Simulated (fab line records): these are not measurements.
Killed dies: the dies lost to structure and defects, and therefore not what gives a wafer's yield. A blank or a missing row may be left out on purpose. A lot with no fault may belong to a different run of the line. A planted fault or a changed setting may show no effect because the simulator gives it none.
fab line records	flow n5Finfet
record: lots: 7	wafers: 21	lastDay: 17
route steps=1938 shown BEOL_M4@1104 BEOL_M5@1112
lots that met no fault: from a run of the same line without faults
startH: start of the lot's first displayed wafer, in hours after the record's first day	waitH: time in hours since the lot's previous step	" as in the row above	L1.1+2: one row covering several wafers at once	- either no value or no given start	* or withheld: withheld	< > ~ a bound
route shown NAME@n: a module of which the file shows steps, and the number in the route of the first	usual: mean/standard deviation of fault-free wafers	same: alike in all rows	chamber/n: place in a boat	sites: the reading at each site	_std_site: standard deviation across them	_edge_site: the outer-site mean with the inner-site mean subtracted	radiusMm: how far each site lies from the wafer's centre	mask NAME#n: copy n	behind: the tool/chamber that last shaped the wafer	hold: why the lot went on hold/how many hours it stayed there/how the hold came to an end	device: names the non-switching transistor (n, p or np)	end of line: the same wafers' tests at the end of the route	a step given without rows: its recipe and nothing more	killed: at the first sort, the dies lost to defects and structure; wafer yield is something else	map: the dies of a wafer, with x for killed, . for not killed, _ for no die there
set.NAME: the run value of the setting; set.NAME@STEP: its run value at that earlier step	model.NAME: the simulator's own value behind a step, which no gauge read
lots seen at some steps along the route; tables by step, rows by wafer
services: from which hour (startH, from the record's first day; less than 0 if before it) a tool's chamber was out of use, for how many hours, and why
== steps ==
step: N5_BEOL_M4_THK_MEAS_53
recipe: thkMeasGauge: xrf	reads: Cu_of_BEOL_M4_ECD_50
usual: M4_THK: 40.1/1.6
lot.wafer	tool	chamber	startH	waitH	M4_THK[nm]
L427.1	filmMetro-01	-	209.87	-	38.7
L427.4	"	-	"	"	39.7
L427.6	"	-	"	"	42.1
L433.1	filmMetro-01	-	253.80	-	39.6
L433.3	"	-	"	"	37.7
L433.6	"	-	"	"	39.8
L434.1	filmMetro-02	-	256.88	-	40.7
L434.4	"	-	"	"	40.1
L434.5	"	-	"	"	42.5
L435.2	filmMetro-01	-	265.00	-	37.4
L435.5	"	-	"	"	40.0
L435.6	"	-	"	"	36.5
L439.2	filmMetro-01	-	280.21	-	39.7
L439.3	"	-	"	"	41.6
L439.5	"	-	"	"	43.1
L441.1	filmMetro-02	-	287.78	-	41.0
L441.4	"	-	"	"	37.9
L441.5	"	-	"	"	40.6
L442.2	filmMetro-01	-	308.98	-	40.6
L442.4	"	-	"	"	40.0
L442.6	"	-	"	"	41.0
step: N5_BEOL_M4_PRE_CLEAN_60
recipe: gas: NH3/H2	timeS: 15	tempC: *	rfPowerW: 300
usual: heaterPowerW: 84/6
lot.wafer	tool	chamber	startH	waitH	heaterPowerW
L427.1	cvdCo-01	0	209.90	0.0	81
L427.4	"	0	"	"	81
L427.6	"	2	"	"	77
L433.1	cvdCo-01	0	253.84	0.0	82
L433.3	"	1	"	"	90
L433.6	"	0	"	"	80
L434.1	cvdCo-02	1	256.92	0.0	77
L434.4	"	2	"	"	90
L434.5	"	1	"	"	78
L435.2	cvdCo-02	1	265.04	0.0	77
L435.5	"	1	"	"	79
L435.6	"	0	"	"	87
L439.2	cvdCo-02	1	280.25	0.0	76
L439.3	"	2	"	"	91
L439.5	"	1	"	"	75
L441.1	cvdCo-01	2	287.81	0.0	77
L441.4	"	1	"	"	91
L441.5	"	2	"	"	79
L442.2	cvdCo-02	0	309.02	0.0	88
L442.4	"	0	"	"	87
L442.6	"	2	"	"	91
step: N5_BEOL_M4_CO_CAP_55
recipe: material: Co	targetThkA: 20	tempC: 200	precursor: CCTBA/H2	pressureTorr: 30	timeS: 102.1
step: N5_BEOL_M4_PRE_CLEAN_56
recipe: gas: NH3	timeS: 15	tempC: withheld	rfPowerW: 300
step: N5_BEOL_M4_DEP_57
recipe: material: SiCN	targetThkA: 80	tempC: withheld	precursor: 3MS/NH3	pressureTorr: 3	rfW: 202	timeS: 14
step: N5_BEOL_M4_RS_MEAS_58
recipe: thkMeasGauge: four-point-probe	reads: Co_of_BEOL_M4_CO_CAP_55+Cu_of_BEOL_M4_ECD_50+Co_of_BEOL_M4_CVD_47+TaN_of_BEOL_M4_ALD_84
usual: M4_RS: 0.67/0.034
lot.wafer	tool	chamber	startH	waitH	M4_RS[ohm/sq]
L427.1	filmMetro-02	-	210.17	0.1	0.70
L427.4	"	-	"	"	0.67
L427.6	"	-	"	"	0.63
L433.1	filmMetro-02	-	254.09	0.1	0.67
L433.3	"	-	"	"	0.72
L433.6	"	-	"	"	0.67
L434.1	filmMetro-02	-	257.17	0.1	0.65
L434.4	"	-	"	"	0.66
L434.5	"	-	"	"	0.62
L435.2	filmMetro-02	-	265.32	0.1	0.73
L435.5	"	-	"	"	0.68
L435.6	"	-	"	"	0.75
L439.2	filmMetro-02	-	280.51	0.1	0.68
L439.3	"	-	"	"	0.64
L439.5	"	-	"	"	0.61
L441.1	filmMetro-02	-	288.04	0.0	0.64
L441.4	"	-	"	"	0.71
L441.5	"	-	"	"	0.65
L442.2	filmMetro-01	-	309.25	0.1	0.65
L442.4	"	-	"	"	0.67
L442.6	"	-	"	"	0.64
step: N5_BEOL_M4_INSPECT_59
recipe: inspectInstrument: darkfield	mode: postDep
usual: rawDefectCount: 66/27
lot.wafer	tool	chamber	startH	waitH	rawDefectCount
L427.1	defectInspect-01	-	210.20	0.0	51
L427.4	"	-	"	"	72
L427.6	"	-	"	"	56
L433.1	defectInspect-01	-	254.12	0.0	52
L433.3	"	-	"	"	28
L433.6	"	-	"	"	37
L434.1	defectInspect-02	-	257.19	0.0	79
L434.4	"	-	"	"	70
L434.5	"	-	"	"	70
L435.2	defectInspect-02	-	265.35	0.0	63
L435.5	"	-	"	"	77
L435.6	"	-	"	"	51
L439.2	defectInspect-02	-	280.53	0.0	93
L439.3	"	-	"	"	70
L439.5	"	-	"	"	107
L441.1	defectInspect-01	-	288.06	0.0	42
L441.4	"	-	"	"	30
L441.5	"	-	"	"	48
L442.2	defectInspect-02	-	309.27	0.0	30
L442.4	"	-	"	"	38
L442.6	"	-	"	"	42
step: N5_BEOL_M4_RC_MEAS_101
usual: DIBL_N: 37.1/2.4	DIBL_P: 37/3	IOFF_N: 0.18/0.053	IOFF_P: 0.21/0.05	ION_N: 674/14	ION_P: 459/9.2	SS_N: 72.1/0.9	SS_P: 73.4/0.89	VT_N: 250/3.8	VT_P: -251/3.7
lot.wafer	tool	chamber	startH	waitH	DIBL_N[mV/V]	DIBL_P[mV/V]	IOFF_N[nA/um]	IOFF_P[nA/um]	ION_N[uA/um]	ION_P[uA/um]	SS_N[mV/dec]	SS_P[mV/dec]	VT_N[mV]	VT_P[mV]
L427.1	prober-01	0	210.22	0.0	36.4	37	0.16	0.19	679	456	71.7	74.1	249	-253
L427.4	"	0	"	"	38.1	40	0.20	0.22	691	469	71.4	74.5	247	-251
L427.6	"	0	"	"	40.5	42	0.23	0.27	669	456	73.2	75.3	248	-252
L433.1	prober-02	0	254.14	0.0	34.5	33	0.12	0.15	667	456	71.0	72.0	253	-258
L433.3	"	0	"	"	36.3	37	0.17	0.20	675	456	71.9	73.2	248	-252
L433.6	"	0	"	"	35.9	37	0.16	0.19	672	459	72.0	72.9	249	-252
L434.1	prober-01	0	257.22	0.0	40.1	41	0.26	0.29	690	470	73.4	74.9	245	-246
L434.4	"	0	"	"	36.5	36	0.17	0.21	663	457	72.8	74.3	251	-250
L434.5	"	0	"	"	32.3	31	0.11	0.14	649	443	71.4	72.0	257	-254
L435.2	prober-02	0	265.53	0.2	38.1	40	0.20	0.25	684	468	71.8	74.4	246	-250
L435.5	"	0	"	"	36.1	37	0.15	0.20	695	473	71.1	73.2	248	-252
L435.6	"	0	"	"	36.2	37	0.16	0.20	673	457	72.0	73.1	248	-251
L439.2	prober-01	0	280.71	0.2	43.0	45	0.32	0.38	703	473	73.5	75.2	244	-241
L439.3	"	0	"	"	36.5	37	0.17	0.24	678	472	71.8	73.4	247	-246
L439.5	"	0	"	"	40.2	42	0.27	0.33	698	474	72.7	74.8	241	-244
L441.1	prober-02	0	288.09	0.0	35.7	35	0.16	0.18	667	453	72.1	73.4	251	-255
L441.4	"	0	"	"	39.9	40	0.25	0.26	691	464	72.7	74.3	244	-248
L441.5	"	0	"	"	35.7	35	0.15	0.18	661	449	71.8	73.0	254	-254
L442.2	prober-02	0	309.45	0.2	36.6	37	0.19	0.18	665	444	73.1	73.8	248	-254
L442.4	"	0	"	"	32.3	33	0.11	0.14	658	448	70.8	71.9	252	-259
L442.6	"	0	"	"	30.6	29	0.09	0.10	637	431	71.0	71.6	257	-261
step: N5_BEOL_M5_ILD_DEP_00
recipe: material: SiCOH_lowk	targetThkA: 1406.4	tempC: 300	precursor: DEMS/porogen	pressureTorr: 5	rfW: 500	timeS: 25.9
usual: chamberPressureTorr: 5.000/0.011	heaterPowerOuterW: 145/38	heaterPowerW: 303/52	showerheadPlenumPTorr: 5.737/0.016	throttleValvePct: 13.9/1
lot.wafer	tool	chamber	startH	waitH	chamberPressureTorr	heaterPowerOuterW	heaterPowerW	showerheadPlenumPTorr	throttleValvePct
L427.1	pecvd-02	2	211.19	0.8	5.003	121	262	5.731	13.7
L427.4	"	2	"	"	4.991	123	263	5.721	14.0
L427.6	"	0	"	"	5.005	144	321	5.745	12.6
L433.1	pecvd-03	2	255.12	0.8	5.008	94	228	5.729	12.6
L433.3	"	0	"	"	4.995	160	380	5.740	13.7
L433.6	"	1	"	"	4.982	189	339	5.761	14.7
L434.1	pecvd-03	1	258.18	0.8	5.015	226	387	5.763	14.4
L434.4	"	1	"	"	5.008	226	377	5.770	14.6
L434.5	"	2	"	"	5.004	93	231	5.725	12.8
L435.2	pecvd-03	2	266.33	0.7	4.995	86	220	5.721	12.8
L435.5	"	1	"	"	5.004	222	377	5.774	14.3
L435.6	"	2	"	"	4.984	88	227	5.732	12.5
L439.2	pecvd-04	1	281.53	0.7	4.985	165	334	5.728	15.9
L439.3	"	0	"	"	5.019	117	252	5.748	14.6
L439.5	"	1	"	"	4.994	168	341	5.748	15.6
L441.1	pecvd-04	1	289.05	0.8	5.001	179	348	5.738	15.7
L441.4	"	0	"	"	5.002	114	249	5.731	14.7
L441.5	"	1	"	"	5.006	186	355	5.747	16.0
L442.2	pecvd-03	1	310.26	0.7	4.992	218	372	5.773	14.7
L442.4	"	0	"	"	5.001	121	330	5.730	13.4
L442.6	"	2	"	"	5.021	86	220	5.731	12.9
step: N5_BEOL_M5_CURE_79
recipe: tempC: 385	timeS: 240	ambient: He/Ar	material: SiCOH_lowk
usual: lampPowerPct: 52.31/0.052	wafer_temp_C_max: 386.8/0.63
lot.wafer	tool	chamber	startH	waitH	lampPowerPct	wafer_temp_C_max
L427.1	uvCure-01	0	211.25	0.0	52.29	386.6
L427.4	"	0	"	"	52.24	386.7
L427.6	"	0	"	"	52.27	386.4
L433.1	uvCure-02	1	255.18	0.0	52.32	387.3
L433.3	"	1	"	"	52.34	387.7
L433.6	"	1	"	"	52.26	387.4
L434.1	uvCure-01	1	258.24	0.0	52.37	387.4
L434.4	"	1	"	"	52.28	387.9
L434.5	"	1	"	"	52.30	387.2
L435.2	uvCure-01	1	266.47	0.1	52.25	386.7
L435.5	"	1	"	"	52.39	387.3
L435.6	"	1	"	"	52.25	386.8
L439.2	uvCure-02	0	281.75	0.2	52.36	386.0
L439.3	"	0	"	"	52.34	385.9
L439.5	"	0	"	"	52.22	386.1
L441.1	uvCure-02	1	289.11	0.0	52.28	387.9
L441.4	"	1	"	"	52.33	387.2
L441.5	"	1	"	"	52.18	387.6
L442.2	uvCure-03	1	310.48	0.2	52.41	386.1
L442.4	"	1	"	"	52.32	386.2
L442.6	"	1	"	"	52.30	386.5
step: N5_BEOL_M5_THK_MEAS_01
recipe: reads: SiCOH_lowk_of_BEOL_M5_ILD_DEP_00
usual: M5_ILD_THK: 121.1/1.9
lot.wafer	tool	chamber	startH	waitH	M5_ILD_THK[nm]
L427.1	filmMetro-01	-	211.77	0.4	117.4
L427.4	"	-	"	"	119.4
L427.6	"	-	"	"	123.9
L433.1	filmMetro-02	-	255.69	0.4	118.1
L433.3	"	-	"	"	121.0
L433.6	"	-	"	"	121.8
L434.1	filmMetro-02	-	258.76	0.4	117.3
L434.4	"	-	"	"	118.3
L434.5	"	-	"	"	121.1
L435.2	filmMetro-02	-	266.91	0.4	119.8
L435.5	"	-	"	"	121.7
L435.6	"	-	"	"	120.2
L439.2	filmMetro-02	-	282.58	0.7	118.9
L439.3	"	-	"	"	122.4
L439.5	"	-	"	"	121.2
L441.1	filmMetro-01	-	289.62	0.4	120.3
L441.4	"	-	"	"	123.8
L441.5	"	-	"	"	121.3
L442.2	filmMetro-02	-	311.31	0.7	120.4
L442.4	"	-	"	"	123.7
L442.6	"	-	"	"	122.4
step: N5_BEOL_M5_PECVD_70
recipe: material: SiO2	targetThkA: 160	tempC: 400	precursor: TEOS/O2	pressureTorr: 5.5	rfW: 450	teosFlowSccm: 53.8	gas: O2	flowSccm: 3000	timeS: 18
step: N5_BEOL_M5_HM_DEP_02
recipe: material: TiN	targetThkA: 200	tempC: 25	chamberPressurePa: 0.49996
usual: chamberPressurePa: 0.5000/0.00091	substrateTempC: 24.97/0.11	throttleValvePct: 30.0/0.83
lot.wafer	tool	chamber	startH	waitH	chamberPressurePa	substrateTempC	throttleValvePct
L427.1	pvdSputter-02	-	212.37	0.5	0.4993	24.94	29.7
L427.4	"	-	"	"	0.5003	24.89	29.1
L427.6	"	-	"	"	0.5000	24.85	30.1
L433.1	pvdSputter-03	-	258.12	2.4	-	-	-
L433.3	"	-	"	"	-	-	-
L433.6	"	-	"	"	-	-	-
L434.1	pvdSputter-01	-	259.01	0.2	-	-	-
L434.4	"	-	"	"	-	-	-
L434.5	"	-	"	"	-	-	-
L435.2	pvdSputter-02	-	267.64	0.7	-	-	-
L435.5	"	-	"	"	-	-	-
L435.6	"	-	"	"	-	-	-
L439.2	pvdSputter-01	-	284.95	2.3	0.4995	24.90	28.9
L439.3	"	-	"	"	0.5008	25.00	29.8
L439.5	"	-	"	"	0.4998	25.11	29.9
L441.1	pvdSputter-03	-	290.91	1.2	0.5001	24.95	29.7
L441.4	"	-	"	"	0.4994	25.28	30.5
L441.5	"	-	"	"	0.5009	25.00	30.2
L442.2	pvdSputter-03	-	311.82	0.5	0.5008	24.85	29.7
L442.4	"	-	"	"	0.5006	25.10	30.4
L442.6	"	-	"	"	0.4996	24.89	29.7
step: N5_BEOL_M5_COAT_59
recipe: resist: SOC	tempC: 250	timeS: 60	spinRpm: 1500	resistThkNm: 60
step: N5_BEOL_M5_COAT_60
recipe: resist: SiARC	tempC: 220	timeS: 60	spinRpm: 1500	resistThkNm: 12
step: N5_BEOL_M5_COAT_71
recipe: resist: underlayer	tempC: 205	timeS: 60	spinRpm: 1500	resistThkNm: 5
step: N5_BEOL_M5_COAT_05
recipe: resist: CAR-EUV	spinRpm: 1500	resistThkNm: 30
step: N5_BEOL_M5_EBR_07
recipe: solvent: PGMEA	ebrWidthMm: 1.5
step: N5_BEOL_M5_SOFTBAKE_06
recipe: tempC: 110	timeS: 60	resist: CAR-EUV
step: N5_BEOL_M5_EXPOSE_08
recipe: maskId: M5	na: 0.33	sourceShape: annular	sigmaInner: 0.4	sigmaOuter: 0.8	polarization: unpolarized	targetCdNm: 28	doseMj: 35.75
step: N5_BEOL_M5_PEB_09
recipe: pebTempC: 100	pebTimeS: 60	resist: CAR-EUV
step: N5_BEOL_M5_DEVELOP_10
recipe: developTimeS: 30	developer: TMAH	resist: CAR-EUV	rinseLiquid: surfactantRinse	dry: airSpin	devTempC: 23
step: N5_BEOL_M5_CD_MEAS_11
recipe: targetCdNm: 27.74	landingEnergyEv: 500	detector: seInlens
usual: cdNm: 28.03/0.29
lot.wafer	tool	chamber	startH	waitH	cdNm
L427.1	cdSem-01	0	212.76	-	28.04
L427.4	"	0	"	"	27.71
L427.6	"	0	"	"	28.29
L433.1	cdSem-02	0	258.63	-	27.69
L433.3	"	0	"	"	27.54
L433.6	"	0	"	"	27.78
L434.1	cdSem-03	0	259.52	-	27.96
L434.4	"	0	"	"	27.68
L434.5	"	0	"	"	27.50
L435.2	cdSem-02	0	268.16	-	28.43
L435.5	"	0	"	"	28.02
L435.6	"	0	"	"	28.25
L439.2	cdSem-01	0	285.34	-	27.77
L439.3	"	0	"	"	27.76
L439.5	"	0	"	"	27.83
L441.1	cdSem-02	0	291.43	-	28.31
L441.4	"	0	"	"	28.25
L441.5	"	0	"	"	28.18
L442.2	cdSem-01	0	312.21	-	27.51
L442.4	"	0	"	"	28.09
L442.6	"	0	"	"	28.09
step: N5_BEOL_M5_OVL_MEAS_12
recipe: pointsPerWafer: 522
usual: M5_OVL: 0.0/0.57
lot.wafer	tool	chamber	startH	waitH	M5_OVL[nm]
L427.1	overlay-01	0	212.79	0.0	-0.5
L427.4	"	0	"	"	-0.8
L427.6	"	0	"	"	0.2
L433.1	overlay-01	0	258.66	0.0	0.4
L433.3	"	0	"	"	0.2
L433.6	"	0	"	"	0.5
L434.1	overlay-01	0	259.55	0.0	0.2
L434.4	"	0	"	"	-0.4
L434.5	"	0	"	"	0.1
L435.2	overlay-02	0	268.19	0.0	-1.5
L435.5	"	0	"	"	-0.2
L435.6	"	0	"	"	-0.8
L439.2	overlay-02	0	285.38	0.0	0.3
L439.3	"	0	"	"	1.5
L439.5	"	0	"	"	0.7
L441.1	overlay-02	0	291.46	0.0	-0.1
L441.4	"	0	"	"	-0.9
L441.5	"	0	"	"	-1.8
L442.2	overlay-01	0	312.25	0.0	0.8
L442.4	"	0	"	"	0.4
L442.6	"	0	"	"	1.1
step: N5_BEOL_M5_INSPECT_13
recipe: mode: adi	inspectInstrument: brightfield
usual: rawDefectCount: 420/100
lot.wafer	tool	chamber	startH	waitH	rawDefectCount
L427.1	defectInspect-02	-	212.85	0.1	348
L427.4	"	-	"	"	534
L427.6	"	-	"	"	338
L433.1	defectInspect-02	-	258.72	0.1	280
L433.3	"	-	"	"	318
L433.6	"	-	"	"	223
L434.1	defectInspect-02	-	259.62	0.1	382
L434.4	"	-	"	"	263
L434.5	"	-	"	"	246
L435.2	defectInspect-02	-	268.24	0.0	321
L435.5	"	-	"	"	222
L435.6	"	-	"	"	264
L439.2	defectInspect-01	-	285.43	0.0	457
L439.3	"	-	"	"	351
L439.5	"	-	"	"	339
L441.1	defectInspect-02	-	291.51	0.1	353
L441.4	"	-	"	"	409
L441.5	"	-	"	"	385
L442.2	defectInspect-02	-	312.31	0.1	296
L442.4	"	-	"	"	400
L442.6	"	-	"	"	269
step: N5_BEOL_M5_DESCUM_16
recipe: chemistry: O2	timeS: 7	sourcePowerW: 50	biasPowerW: 20	pressureMtorr: 20	rfFrequencyHz: 2.712e+07	tempC: 40	resist: CAR-EUV	o2FlowSccm: 225
step: N5_BEOL_M5_ETCH_72
recipe: chemistry: N2/H2	target: underlayer	targetDepthA: 65	maskMaterial: CAR-EUV	timeS: 5.2	ionEnergyEv: 200	pressureMtorr: 30	sourceW: 840	biasW: 150	n2FlowSccm: 200	h2FlowSccm: 200	ends: cleared
step: N5_BEOL_M5_ETCH_61
recipe: chemistry: CF4	target: SiARC	targetDepthA: 156	maskMaterial: CAR-EUV	timeS: 26	ionEnergyEv: 80	pressureMtorr: 40	sourceW: 545	biasW: 36	Ar_flow_sccm: 100	cf4FlowSccm: 100	ends: cleared
usual: drypumpMotorCurrentA: 5.8/0.3	etchRfOnTimeS: 25.8/0.72	oesProductAu: 0.65/0.047	rfVppV: 183.9/1.1	showerheadPlenumPTorr: 2.14/0.071	throttleValvePct: 15.71/0.21
lot.wafer	tool	chamber	startH	waitH	drypumpMotorCurrentA	etchRfOnTimeS	oesProductAu	rfHoursCounterH	rfVppV	showerheadPlenumPTorr	throttleValvePct
L427.1	rieDiel-04	2	213.31	0.0	6.1	26.0	0.60	224	182.6	2.04	15.79
L427.4	"	1	"	"	5.7	24.7	0.75	71	184.2	2.08	15.35
L427.6	"	1	"	"	5.7	24.8	0.75	-	183.3	2.08	15.37
L433.1	rieDiel-03	2	258.83	0.0	5.7	25.5	0.63	171	184.1	2.22	15.98
L433.3	"	1	"	"	5.3	26.0	0.67	129	183.6	2.15	15.48
L433.6	"	3	"	"	5.9	25.2	0.60	-	184.5	2.13	15.96
L434.1	rieDiel-01	3	259.71	0.0	5.7	27.0	0.63	162	182.7	2.06	15.84
L434.4	"	0	"	"	5.8	27.2	0.69	74	183.7	2.18	15.44
L434.5	"	1	"	"	5.9	25.5	0.61	-	183.9	2.05	15.85
L435.2	rieDiel-01	1	268.33	0.0	5.9	25.3	0.61	219	182.9	2.04	15.85
L435.5	"	0	"	"	5.8	27.2	0.69	-	184.5	2.18	15.43
L435.6	"	1	"	"	5.9	25.5	0.61	-	180.5	2.04	15.88
L439.2	rieDiel-03	2	285.52	0.0	5.6	25.9	0.63	179	184.5	2.22	16.00
L439.3	"	3	"	"	5.9	25.6	0.59	248	183.2	2.13	15.97
L439.5	"	1	"	"	5.3	26.1	0.66	-	185.1	2.15	15.49
L441.1	rieDiel-01	3	291.60	0.0	5.7	26.7	0.63	172	183.2	2.05	15.84
L441.4	"	1	"	"	5.9	25.6	0.61	227	182.7	2.04	15.88
L441.5	"	2	"	"	6.3	25.0	0.62	-	183.3	2.21	15.73
L442.2	rieDiel-03	2	312.39	0.0	5.6	26.0	0.62	190	183.9	2.22	16.02
L442.4	"	0	"	"	5.7	26.3	0.69	-	184.8	2.24	15.80
L442.6	"	2	"	"	5.7	25.9	0.63	-	185.4	2.22	16.02
step: N5_BEOL_M5_ETCH_62
recipe: chemistry: N2/H2	target: SOC	targetDepthA: 750	overetchA: 150	maskMaterial: SiARC	tempC: 40	timeS: 112.5	ionEnergyEv: 200	pressureMtorr: 30	sourceW: 840	biasW: 150	n2FlowSccm: 200	h2FlowSccm: 200
step: N5_BEOL_M5_STRIP_63
recipe: chemistry: N2/H2	tempC: 40	n2FlowSccm: 200	h2FlowSccm: 200	rfFrequencyHz: 6e+07
step: N5_BEOL_M5_STRIP_73
recipe: chemistry: N2/H2	tempC: 40	n2FlowSccm: 200	h2FlowSccm: 200	rfFrequencyHz: 6e+07
step: N5_BEOL_M5_STRIP_64
recipe: chemistry: CF4	resist: SiARC	powerW: 300	biasPowerW: 75	pressureMtorr: 50	cf4FlowSccm: 150	rfFrequencyHz: 6e+07
step: N5_BEOL_M5_HM_OPEN_17
recipe: chemistry: Cl2/BCl3	targetDepthA: 200	overetchA: 60	target: TiN	maskMaterial: SOC	ionEnergyEv: 150	pressureMtorr: 10	icpW: 1000	biasW: 126	Cl2_flow_sccm: 53.25	bcl3FlowSccm: 21.75	Ar_flow_sccm: 25
usual: drypumpMotorCurrentA: 5.6/0.44	mfcCl2Sccm: 53.26/0.17	oesProductAu: 0.67/0.079	throttleValvePct: 22.01/0.26
lot.wafer	tool	chamber	startH	waitH	drypumpMotorCurrentA	mfcCl2Sccm	oesProductAu	rfHoursCounterH	throttleValvePct	model.etch.depthNm
L427.1	rieMetal-03	0	213.50	0.0	5.3	53.37	0.59	72	22.01	19.64
L427.4	"	1	"	"	5.6	53.41	0.61	-	21.68	19.88
L427.6	"	1	"	"	5.6	53.50	0.61	-	21.68	19.49
L433.1	rieMetal-03	1	259.03	0.0	5.6	53.40	0.27	72	22.32	0
L433.3	"	1	"	"	5.6	53.41	0.27	-	22.31	0
L433.6	"	1	"	"	5.6	53.38	0.27	-	22.31	0
L434.1	rieMetal-03	1	259.90	0.0	5.6	53.32	0.27	72	22.31	0
L434.4	"	0	"	"	5.3	53.08	0.26	-	22.67	0
L434.5	"	1	"	"	5.6	53.14	0.26	-	22.32	0
L435.2	rieMetal-02	0	268.52	0.0	5.6	53.18	0.30	36	23.17	0
L435.5	"	1	"	"	6.5	53.31	0.34	-	22.60	0
L435.6	"	0	"	"	5.6	53.39	0.30	-	23.18	0
L439.2	rieMetal-02	0	285.71	0.0	5.5	53.47	0.68	38	22.52	20.17
L439.3	"	0	"	"	5.5	53.29	0.69	-	22.51	20.29
L439.5	"	1	"	"	6.5	53.39	0.78	-	21.92	20.49
L441.1	rieMetal-03	0	291.80	0.0	5.3	53.37	0.58	80	22.02	19.82
L441.4	"	1	"	"	5.6	53.33	0.59	-	21.69	19.63
L441.5	"	0	"	"	5.3	53.33	0.57	-	22.04	19.63
L442.2	rieMetal-01	1	312.59	0.0	5.7	53.12	0.71	22	21.96	19.62
L442.4	"	1	"	"	5.7	53.16	0.72	-	21.97	19.62
L442.6	"	0	"	"	5.0	52.84	0.71	-	22.18	19.61
step: N5_BEOL_M5_STRIP_19
recipe: chemistry: O2	powerW: 400	tempC: 40	pressureMtorr: 30	rfFrequencyHz: 6e+07	biasPowerW: 0	overashFraction: 0.2	o2FlowSccm: 225
usual: drypumpMotorCurrentA: 5.76/0.29	oesProductAu: 0.76/0.052	rfVppV: 3.6/0.49	showerheadPlenumPTorr: 2.10/0.071	throttleValvePct: 16.75/0.19
same: overashFraction: 0.2
lot.wafer	tool	chamber	startH	waitH	drypumpMotorCurrentA	oesProductAu	rfHoursCounterH	rfVppV	showerheadPlenumPTorr	throttleValvePct
L427.1	rieDiel-04	1	213.61	0.1	5.66	0.86	71	4.0	2.07	16.60
L427.4	"	3	"	"	5.02	0.77	131	3.4	2.09	16.28
L427.6	"	0	"	"	5.73	0.79	-	3.4	2.14	16.85
L433.1	rieDiel-03	0	259.14	0.1	5.72	0.83	68	4.0	2.20	16.81
L433.3	"	3	"	"	5.93	0.68	240	4.0	2.07	16.93
L433.6	"	1	"	"	5.32	0.79	-	3.8	2.09	16.48
L434.1	rieDiel-01	2	260.01	0.1	6.36	0.71	199	3.0	2.18	16.78
L434.4	"	1	"	"	5.92	0.71	216	3.8	2.01	16.98
L434.5	"	0	"	"	5.84	0.81	-	3.5	2.15	16.53
L435.2	rieDiel-01	2	268.64	0.1	6.35	0.71	202	4.4	2.18	16.81
L435.5	"	1	"	"	5.92	0.70	-	3.7	2.01	16.98
L435.6	"	0	"	"	5.79	0.80	-	3.9	2.15	16.55
L439.2	rieDiel-01	0	285.95	0.2	5.76	0.80	83	4.5	2.15	16.56
L439.3	"	2	"	"	6.31	0.70	207	3.2	2.18	16.81
L439.5	"	1	"	"	5.92	0.71	-	4.4	2.01	17.00
L441.1	rieDiel-01	3	291.91	0.1	5.70	0.74	172	3.8	1.98	16.78
L441.4	"	1	"	"	5.93	0.70	227	3.4	2.01	17.00
L441.5	"	2	"	"	6.39	0.70	-	3.8	2.18	16.80
L442.2	rieDiel-03	2	312.71	0.1	5.66	0.72	190	3.1	2.15	16.98
L442.4	"	0	"	"	5.75	0.81	-	3.7	2.19	16.84
L442.6	"	2	"	"	5.66	0.73	-	4.2	2.15	16.98
step: N5_BEOL_M5_CD_MEAS_18
recipe: pitchNm: 56	targetCdNm: 28
usual: cdNm: 28.1/0.43
lot.wafer	tool	chamber	startH	waitH	cdNm
L427.1	cdSem-01	-	213.68	0.0	28.2
L427.4	"	-	"	"	28.8
L427.6	"	-	"	"	29.3
L433.1	cdSem-02	-	259.21	0.0	-
L433.3	"	-	"	"	-
L433.6	"	-	"	"	-
L434.1	cdSem-02	-	260.08	0.0	-
L434.4	"	-	"	"	-
L434.5	"	-	"	"	-
L435.2	cdSem-02	-	268.71	0.1	-
L435.5	"	-	"	"	-
L435.6	"	-	"	"	-
L439.2	cdSem-02	-	286.02	0.1	27.5
L439.3	"	-	"	"	27.5
L439.5	"	-	"	"	28.2
L441.1	cdSem-02	-	291.98	0.0	28.2
L441.4	"	-	"	"	28.4
L441.5	"	-	"	"	27.8
L442.2	cdSem-03	-	312.79	0.1	27.9
L442.4	"	-	"	"	28.9
L442.6	"	-	"	"	28.2
step: N5_BEOL_M5_COAT_65
recipe: resist: SOC	tempC: 250	timeS: 60	spinRpm: 1500	resistThkNm: 60
== services ==
tool	chamber	startH	hours	kind
pecvd-04	0	198.47	5.0	repair
rieMetal-02	-	198.86	2.8	pm
uvCure-01	-	201.18	7.5	pm
pecvd-03	2	202.38	-	clean
rieDiel-01	-	207.15	2.3	repair
uvCure-02	-	211.34	5.0	pm
uvCure-02	-	216.34	7.5	pm
pecvd-03	-	228.10	5.5	pm
uvCure-02	-	228.90	3.4	pm
rieDiel-01	-	229.78	2.5	repair
uvCure-02	-	233.65	6.0	pm
cvdCo-02	-	236.57	0.5	repair
rieDiel-03	-	262.64	0.5	repair
cvdCo-02	-	263.49	0.8	repair
uvCure-03	-	265.82	1.0	pm
uvCure-02	-	272.40	7.0	repair
rieMetal-03	-	272.79	0.3	repair
rieDiel-04	0	289.58	7.4	repair
rieDiel-03	3	292.15	-	clean
rieDiel-03	3	292.15	-	consumableReplace:focusRing
rieDiel-03	3	292.15	28.0	scheduledDown
rieDiel-03	3	292.15	28.0	ventCycle
rieMetal-02	-	297.91	1.1	repair
rieDiel-04	2	306.17	5.3	repair
== key ==
firstSign: step: N5_BEOL_M5_HM_DEP_02	reading: toolRecord	direction: missing
effect: step: N5_BEOL_M5_HM_OPEN_17	reading: oesProductAu	direction: down	sigmas: 5	usual: 0.67	struck: 0.28
effect: step: N5_BEOL_M5_CD_MEAS_18	reading: cdNm	direction: missing
modelEffect: step: N5_BEOL_M5_HM_OPEN_17	value: etch.depthNm	without: 19.86	struck: 0
metAt N5_BEOL_M5_HM_DEP_02
struckWafers L433.1,L433.3,L433.6,L434.1,L434.4,L434.5,L435.2,L435.5,L435.6
laterRowsLeftOut L433.1,L433.3,L433.6,L434.1,L434.4,L434.5,L435.2,L435.5,L435.6
sortLeftOut L433.1,L433.3,L433.6,L434.1,L434.4,L434.5,L435.2,L435.5,L435.6
onsetBetween 212.37 258.12
fault: kind: skippedStepWhole	tool: pvdSputter-01,pvdSputter-02,pvdSputter-03	chamber: -	onsetH: 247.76	steps: N5_BEOL_M5_HM_DEP_02	scope: struckLotsOnly
sortLeftOut: the simulated sort isn't trusted on such a fault, so these wafers' sort isn't shown, and their yield isn't known
laterRowsLeftOut: the simulator's readings of these wafers behind a module that went badly wrong aren't trusted and aren't shown, but for the sort
